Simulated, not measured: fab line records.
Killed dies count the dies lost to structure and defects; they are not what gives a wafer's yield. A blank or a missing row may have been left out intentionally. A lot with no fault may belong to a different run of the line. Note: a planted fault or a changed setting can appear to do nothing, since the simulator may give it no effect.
Which tool is to blame? + flow nandHarc + 14 lots with 42 wafers sampled at 5 steps, on a route of 1159 steps

== WHAT EACH GAUGE READ, for each wafer ==
NHARC_END_SORT_01. Usual: defectLimitedYield 95.3 %, standard deviation 1.6; killedAtArray 27, standard deviation 11; killedAtOther 0.7, standard deviation 1.1; killedAtPeriphery 3.6, standard deviation 2.4; killedDies 32, standard deviation 11; killedOpen 3.3, standard deviation 1.8; killedShort 2.1, standard deviation 1.5; sort_bin_2_pct 1.4 %, standard deviation 0.64; sort_bin_3_pct 0.29 %, standard deviation 0.22; sort_bin_4_pct 3.0 %, standard deviation 1.1; sortNPass 645, standard deviation 11; sortRimYieldPct 95 %, standard deviation 3.5; sortYieldPct 95.3 %, standard deviation 1.6.
| lot  | measured     | on        | defectLimitedYield (%) | killedAtArray | killedAtOther | killedAtPeriphery | killedDies | killedOpen | killedShort | sort_bin_2_pct (%) | sort_bin_3_pct (%) | sort_bin_4_pct (%) | sortNPass   | sortRimYieldPct (%) | sortYieldPct (%) | flag |
|------|--------------|-----------|------------------------|---------------|---------------|-------------------|------------|------------|-------------|--------------------|--------------------|--------------------|-------------|---------------------|------------------|------|
| L861 | day 20 00:04 | prober-01 | 96.8 96.5 97.0         | 15 18 15      | 0 0 0         | 7 6 5             | 22 24 20   | 1 5 2      | 6 2 6       | 0.6 0.6 0.7        | 0.59 0.44 0        | 2.1 2.5 2.2        | 655 653 657 | 98 97 97            | 96.8 96.5 97.0   |      |
| L858 | day 19 22:42 | prober-02 | 97.2 97.2 97.5         | 14 14 11      | 1 0 0         | 4 5 6             | 19 19 17   | 3 6 3      | 6 1 5       | 0.7 1.0 0.4        | 0.44 0 0           | 1.6 1.8 2.1        | 658 658 660 | 99 94 99            | 97.2 97.2 97.5   |      |
| L859 | day 20 04:05 | prober-02 | 93.9 95.7 94.7         | 29 20 24      | 0 2 2         | 12 7 10           | 41 29 36   | 3 2 4      | 3 0 1       | 1.3 1.8 1.9        | 0.44 0 0           | 4.3 2.5 3.4        | 636 648 641 | 96 99 95            | 93.9 95.7 94.7   |      |
| L862 | day 20 06:16 | prober-01 | 95.3 96.3 97.6         | 29 15 14      | 1 2 0         | 2 8 2             | 32 25 16   | 7 3 0      | 3 2 1       | 2.2 1.2 0.3        | 0.30 0.15 0.30     | 2.2 2.4 1.8        | 645 652 661 | 99 93 96            | 95.3 96.3 97.6   |      |
| L860 | day 20 14:00 | prober-02 | 94.7 97.2 94.8         | 32 18 32      | 0 0 0         | 4 1 3             | 36 19 35   | 3 1 4      | 3 0 2       | 2.4 1.3 1.6        | 0.74 0 0.15        | 2.2 1.5 3.4        | 641 658 642 | 93 95 93            | 94.7 97.2 94.8   |      |
| L877 | day 24 01:02 | prober-02 | 95.0 93.9 96.6         | 32 38 18      | 0 1 1         | 2 2 4             | 34 41 23   | 4 3 2      | 1 3 0       | 2.2 1.9 0.9        | 0 0.59 0           | 2.8 3.5 2.5        | 643 636 654 | 94 94 92            | 95.0 93.9 96.6   |      |
| L874 | day 24 00:59 | prober-01 | 97.0 97.9 97.0         | 16 14 10      | 0 0 2         | 4 0 8             | 20 14 20   | 5 2 4      | 1 2 1       | 0.6 0.3 0.7        | 0.15 0 0.30        | 2.2 1.8 1.9        | 657 663 657 | 98 95 96            | 97.0 97.9 97.0   |      |
| L875 | day 24 09:49 | prober-01 | 95.1 94.4 97.0         | 27 33 17      | 1 2 0         | 5 3 3             | 33 38 20   | 2 3 1      | 1 1 1       | 1.6 1.8 0.6        | 0.30 0.30 0.30     | 3.0 3.5 2.1        | 644 639 657 | 93 99 92            | 95.1 94.4 97.0   |      |
| L880 | day 24 21:50 | prober-01 | 96.5 95.9 93.8         | 18 21 37      | 3 1 1         | 3 6 4             | 24 28 42   | 3 4 6      | 2 1 3       | 1.3 1.2 2.4        | 0.15 0.15 0        | 2.1 2.8 3.8        | 653 649 635 | 95 93 97            | 96.5 95.9 93.8   |      |
| L878 | day 25 06:00 | prober-02 | 93.5 96.0 93.9         | 38 26 40      | 1 0 0         | 5 1 1             | 44 27 41   | 2 5 3      | 3 1 1       | 2.4 1.0 1.2        | 0.44 0.74 0.59     | 3.7 2.2 4.3        | 633 650 636 | 96 93 99            | 93.5 96.0 93.9   |      |
| L879 | day 25 14:41 | prober-01 | 95.1 95.9 97.3         | 29 23 15      | 2 2 2         | 2 3 1             | 33 28 18   | 4 3 5      | 4 1 2       | 1.8 1.5 0.4        | 0.44 0.30 0.15     | 2.7 2.4 2.1        | 644 649 659 | 98 99 96            | 95.1 95.9 97.3   |      |

== EACH LOT AND THE TOOL THAT RAN IT (in order: tool; ch and the chambers of the sampled wafers; start) ==
| lot  | NHARC_A_CONTACT_ETCH_124           | NHARC_A_CONTACT_ETCH_126           | NHARC_A_CONTACT_STRIP_82                     | NHARC_A_CONTACT_DEP_84       |
|------|------------------------------------|------------------------------------|----------------------------------------------|------------------------------|
| L861 | harCapEtch-03 ch 0,1, day 17 01:00 | harCapEtch-03 ch 0,1, day 17 01:26 | rieDiel-03 ch 0,1, day 17 07:21 or earlier   | aclDep-02 ch 0, day 17 07:21 |
| L858 | harCapEtch-01 ch 0,1, day 17 02:08 | harCapEtch-01 ch 0,1, day 17 02:28 | rieDiel-03 ch 2,3, day 17 08:46 or earlier   | aclDep-02 ch 0, day 17 08:46 |
| L859 | harCapEtch-02 ch 0,1, day 17 07:51 | harCapEtch-02 ch 0,1, day 17 08:11 | rieDiel-08 ch 0,1,3, day 17 12:10 or earlier | aclDep-03 ch 0, day 17 12:10 |
| L862 | harCapEtch-03 ch 0,1, day 17 13:31 | harCapEtch-03 ch 0,1, day 17 13:59 | rieDiel-13 ch 0,1,3, day 17 17:34 or earlier | aclDep-03 ch 0, day 17 17:34 |
| L860 | harCapEtch-02 ch 0,1, day 17 19:53 | harCapEtch-02 ch 0,1, day 17 20:19 | rieDiel-03 ch 1,2,3, day 18 00:08 or earlier | aclDep-02 ch 0, day 18 00:08 |
| L869 | harCapEtch-03 ch 0,1, day 19 11:42 | harCapEtch-03 ch 0,1, day 19 12:02 | rieDiel-08 ch 1,2, day 19 15:39 or earlier   | aclDep-02, day 19 15:39      |
| L866 | harCapEtch-01 ch 0,1, day 19 12:11 | harCapEtch-01 ch 0,1, day 19 12:31 | rieDiel-13 ch 0,1,3, day 19 16:23 or earlier | aclDep-03, day 19 16:23      |
| L870 | harCapEtch-02 ch 0,1, day 19 16:12 | harCapEtch-02 ch 0,1, day 19 16:32 | rieDiel-13 ch 1,3, day 19 19:14 or earlier   | aclDep-03, day 19 19:14      |
| L877 | harCapEtch-02 ch 0, day 20 21:31   | harCapEtch-02 ch 0, day 20 21:50   | rieDiel-13 ch 0,1,2, day 21 04:52 or earlier | aclDep-02 ch 0, day 21 04:52 |
| L874 | harCapEtch-03 ch 0,1, day 21 00:58 | harCapEtch-03 ch 0,1, day 21 01:19 | rieDiel-03 ch 0,3, day 21 07:55 or earlier   | aclDep-02 ch 0, day 21 07:55 |
| L875 | harCapEtch-02 ch 0,1, day 21 07:11 | harCapEtch-02 ch 0,1, day 21 07:30 | rieDiel-08 ch 1,2, day 21 12:05 or earlier   | aclDep-01 ch 0, day 21 12:05 |
| L880 | harCapEtch-02 ch 0,1, day 22 13:34 | harCapEtch-02 ch 0,1, day 22 13:55 | rieDiel-08 ch 0,2,3, day 22 17:15 or earlier | aclDep-02 ch 0, day 22 17:15 |
| L878 | harCapEtch-01 ch 1, day 22 17:46   | harCapEtch-01 ch 1, day 22 18:06   | rieDiel-03 ch 1,2, day 22 22:28 or earlier   | aclDep-03 ch 0, day 22 22:28 |
| L879 | harCapEtch-03 ch 0,1, day 22 19:37 | harCapEtch-03 ch 0,1, day 22 19:56 | rieDiel-08 ch 0,2,3, day 23 01:22 or earlier | aclDep-03 ch 0, day 23 01:22 |
- NHARC_A_CONTACT_ETCH_124: etches the open film in C4F8/O2/Ar, time 140 s, target depth 700 nm.
- NHARC_A_CONTACT_ETCH_126: etches the open film in C4F8/O2/Ar, time 155 s, target depth 956 nm.
- NHARC_A_CONTACT_STRIP_82: strips in O2.
- NHARC_A_CONTACT_DEP_84: deposits aC, target thk 2000 nm.

== AS READ BY THE TOOLS THEMSELVES (means over the sampled wafers that have a number; for cases with no such wafer, the mark the record gives instead) ==
NHARC_A_CONTACT_STRIP_82. Usual: drypumpMotorCurrentA 5.7 A, standard deviation 0.45; oesProductAu 0.998 a.u., standard deviation 0.013; rfVppV 57.9 V, standard deviation 0.97; showerheadPlenumPTorr 3.48 Torr, standard deviation 0.17; throttleValvePct 17.037 %, standard deviation 0.0099.
| lot  | tool       | drypumpMotorCurrentA (A) | oesProductAu (a.u.) | rfVppV (V) | showerheadPlenumPTorr (Torr) | throttleValvePct (%) | flag |
|------|------------|--------------------------|---------------------|------------|------------------------------|----------------------|------|
| L861 | rieDiel-03 | 5.6                      | 0.999               | 58.0       | 3.64                         | 17.045               |      |
| L858 | rieDiel-03 | 6.0                      | 1.000               | 58.2       | 3.48                         | 17.029               |      |
| L859 | rieDiel-08 | 5.6                      | 1.002               | 57.5       | 3.31                         | 17.037               |      |
| L862 | rieDiel-13 | 6.1                      | 0.994               | 57.5       | 3.50                         | 17.043               |      |
| L860 | rieDiel-03 | 5.9                      | 0.993               | 58.7       | 3.55                         | 17.043               |      |
| L869 | rieDiel-08 | 5.3                      | 1.001               | 57.8       | 3.32                         | 17.045               |      |
| L866 | rieDiel-13 | 6.1                      | 1.006               | 58.4       | 3.49                         | 17.035               |      |
| L870 | rieDiel-13 | 6.1                      | 0.997               | 58.6       | 3.63                         | 17.037               |      |
| L877 | rieDiel-13 | 5.7                      | 0.988               | 57.3       | 3.39                         | 17.024               |      |
| L874 | rieDiel-03 | 6.1                      | 0.994               | 58.0       | 3.41                         | 17.033               |      |
| L875 | rieDiel-08 | 5.7                      | 1.018               | 57.8       | 3.65                         | 17.031               |      |
| L880 | rieDiel-08 | 5.2                      | 0.993               | 57.6       | 3.49                         | 17.046               |      |
| L878 | rieDiel-03 | 5.5                      | 1.010               | 58.0       | 3.67                         | 17.034               |      |
| L879 | rieDiel-08 | 5.3                      | 0.992               | 57.9       | 3.48                         | 17.040               |      |

NHARC_A_CONTACT_DEP_84. Usual: susceptorTempC 399.95 C, standard deviation 0.22; throttleValvePct 35.000 %, standard deviation 0.0091.
| lot  | tool      | susceptorTempC (C) | throttleValvePct (%) | flag |
|------|-----------|--------------------|----------------------|------|
| L861 | aclDep-02 | -                  | 35.001               |      |
| L858 | aclDep-02 | -                  | 34.991               |      |
| L859 | aclDep-03 | -                  | 35.000               |      |
| L862 | aclDep-03 | -                  | 35.002               |      |
| L860 | aclDep-02 | 399.62             | 35.003               |      |
| L869 | aclDep-02 | -                  | -                    | OFF  |
| L866 | aclDep-03 | -                  | -                    | OFF  |
| L870 | aclDep-03 | -                  | -                    | OFF  |
| L877 | aclDep-02 | -                  | 35.000               |      |
| L874 | aclDep-02 | -                  | 35.004               |      |
| L875 | aclDep-01 | -                  | 35.012               |      |
| L880 | aclDep-02 | -                  | 35.005               |      |
| L878 | aclDep-03 | -                  | 35.000               |      |
| L879 | aclDep-03 | -                  | 34.998               |      |

== THE ANSWER, worked out from the rows above alone ==
Rule: lot off if the mean of its wafers having a number is beyond 3 standard deviations from the usual mean. Also off: a lot with no number at a reading for which 4 or more lots have one. All remaining lots with rows at the step are treated as sound. Order of review: gauges by route order, followed by the tools' own readings, for which a lot's mean as printed above is used. The first step at which some lot is off is used, and at that step the reading that is off furthest; a lot without a number counts as furthest.
Off, at NHARC_A_CONTACT_DEP_84 on throttleValvePct: L869, L866, L870. Without a number there: L869, L866, L870.
If a tool, at that step or one of the process steps before it, ran each lot that is off and ran no sound lot following the first of them, it fits. Because NHARC_A_CONTACT_STRIP_82 lacks a start for some lots, the hours and order of its lots are taken from NHARC_A_CONTACT_DEP_84. None of those tried fits.

== WHAT THE SIMULATOR PUT IN ==
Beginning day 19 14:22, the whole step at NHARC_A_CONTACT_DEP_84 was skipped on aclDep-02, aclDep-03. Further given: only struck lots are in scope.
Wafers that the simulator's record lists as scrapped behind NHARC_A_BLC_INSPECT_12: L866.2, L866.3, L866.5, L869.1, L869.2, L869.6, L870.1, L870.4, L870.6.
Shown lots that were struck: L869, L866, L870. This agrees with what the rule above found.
